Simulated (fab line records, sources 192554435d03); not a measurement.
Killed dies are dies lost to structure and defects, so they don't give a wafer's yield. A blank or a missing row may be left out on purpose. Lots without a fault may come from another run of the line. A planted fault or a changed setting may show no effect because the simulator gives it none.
Split-lot experiment | flow n5_finfet | 7 lots, 39 wafers read, on a route of 1938 steps

THE SPLIT
At N5_DUMMY_GATE_ETCH_37 (etches SOC in N2/H2, target depth 60 nm, overetch 30 nm), the setting source_w was moved away from the recipe's 840 W on 18 of the 39 wafers read, by -13.8% to +18.3%. The other wafers ran this setting at the recipe's value.

The reading is taken at the split's own step.

THE READING
rf_vpp_V, in V, at N5_DUMMY_GATE_ETCH_37 (etches SOC in N2/H2, target depth 60 nm, overetch 30 nm). Fault-free wafers of this fab line usually give 524.7 V, standard deviation 2.8 V.

wafer  | tool, chamber at the split | source_w as run, W | against the recipe | rf_vpp_V, V | against lot-mates on the recipe
L074.1 | rie_diel-01, 3             | 886.6              | +5.5%              | 512.2       | -11.8
L074.2 | rie_diel-01, 0             | 886.6              | +5.5%              | 512.0       | -12.0
L074.3 | rie_diel-01, 1             | 840                | recipe             | 526.0       | -
L074.4 | rie_diel-01, 2             | 840                | recipe             | 524.9       | -
L074.5 | rie_diel-01, 0             | 886.6              | +5.5%              | 510.5       | -13.5
L074.6 | rie_diel-01, 3             | 840                | recipe             | 521.2       | -
L075.2 | rie_diel-01, 1             | 840                | recipe             | 525.4       | -
L075.3 | rie_diel-01, 0             | 840                | recipe             | 521.0       | -
L075.4 | rie_diel-01, 2             | 840                | recipe             | 526.1       | -
L077.1 | rie_diel-01, 0             | 840                | recipe             | 522.4       | -
L077.2 | rie_diel-01, 2             | 840                | recipe             | 528.1       | -
L077.3 | rie_diel-01, 1             | 741.4              | -11.7%             | 547.8       | +22.6
L077.4 | rie_diel-01, 3             | 741.4              | -11.7%             | 542.5       | +17.3
L077.5 | rie_diel-01, 1             | 840                | recipe             | 525.0       | -
L077.6 | rie_diel-01, 2             | 741.4              | -11.7%             | 548.1       | +22.9
L078.1 | rie_diel-05, 1             | 840                | recipe             | 522.3       | -
L078.2 | rie_diel-05, 3             | 724.1              | -13.8%             | 552.9       | +29.5
L078.3 | rie_diel-05, 2             | 724.1              | -13.8%             | 555.2       | +31.8
L078.4 | rie_diel-05, 0             | 724.1              | -13.8%             | 555.8       | +32.4
L078.5 | rie_diel-05, 1             | 840                | recipe             | 520.7       | -
L078.6 | rie_diel-05, 0             | 840                | recipe             | 527.2       | -
L083.1 | rie_diel-05, 0             | 918.8              | +9.4%              | 511.6       | -15.3
L083.2 | rie_diel-05, 3             | 918.8              | +9.4%              | 511.2       | -15.7
L083.3 | rie_diel-05, 2             | 840                | recipe             | 527.2       | -
L083.4 | rie_diel-05, 1             | 918.8              | +9.4%              | 507.1       | -19.8
L083.5 | rie_diel-05, 2             | 840                | recipe             | 526.8       | -
L083.6 | rie_diel-05, 3             | 840                | recipe             | 526.8       | -
L084.1 | rie_diel-05, 2             | 952.2              | +13.4%             | 505.1       | -20.6
L084.2 | rie_diel-05, 3             | 952.2              | +13.4%             | 503.1       | -22.6
L084.3 | rie_diel-05, 1             | 840                | recipe             | 521.3       | -
L084.4 | rie_diel-05, 0             | 840                | recipe             | 529.3       | -
L084.5 | rie_diel-05, 2             | 840                | recipe             | 526.4       | -
L084.6 | rie_diel-05, 1             | 952.2              | +13.4%             | 499.4       | -26.3
L090.1 | rie_diel-05, 3             | 993.7              | +18.3%             | 498.7       | -26.5
L090.2 | rie_diel-05, 1             | 840                | recipe             | 518.5       | -
L090.3 | rie_diel-05, 0             | 840                | recipe             | 528.1       | -
L090.4 | rie_diel-05, 2             | 840                | recipe             | 529.1       | -
L090.5 | rie_diel-05, 2             | 993.7              | +18.3%             | 498.5       | -26.7
L090.6 | rie_diel-05, 3             | 993.7              | +18.3%             | 497.4       | -27.8

THE FIT
A straight line over all 39 wafers: rf_vpp_V changes by -1.75 V for each +1% of source_w; r = -0.97; the points scatter about the line by 3.5 V.
The same after taking each lot's own level away (the mean of its wafers on the recipe; 39 wafers): -1.8 V for each +1%; r = -0.98; scatter 3.5 V.
On that fit, the largest move of source_w shifts the reading by 33 V.
The lots' own levels span 523.40 to 526.93 V, that is 1.3 times the standard deviation above.
So the lot-to-lot level changes the slope little: the two slopes agree.
Check: with one of the wafers moved furthest among these (+18.3%) left out of the fit, the line predicts -32.9 V for it against its lot-mates. It came out at -26.5 V against them.
Tool readings at the split's step, against how far the setting was moved: rf_vpp_V r = -0.97.

OTHER SPLITS ON THESE WAFERS
These wafers also went through other splits before the reading. Each is held against what the fit with the lots' levels taken away leaves over:
other split on the same wafers  | wafers away from the commonest value | r with rf_vpp_V (lot level and that fit taken away)
N5_DUMMY_GATE_EXPOSE_12 dose_mj | 15                                   | +0.18

THE FILE'S OWN FIT
rf_vpp_V changes by -1.78 V for each +1% of source_w, r = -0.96.
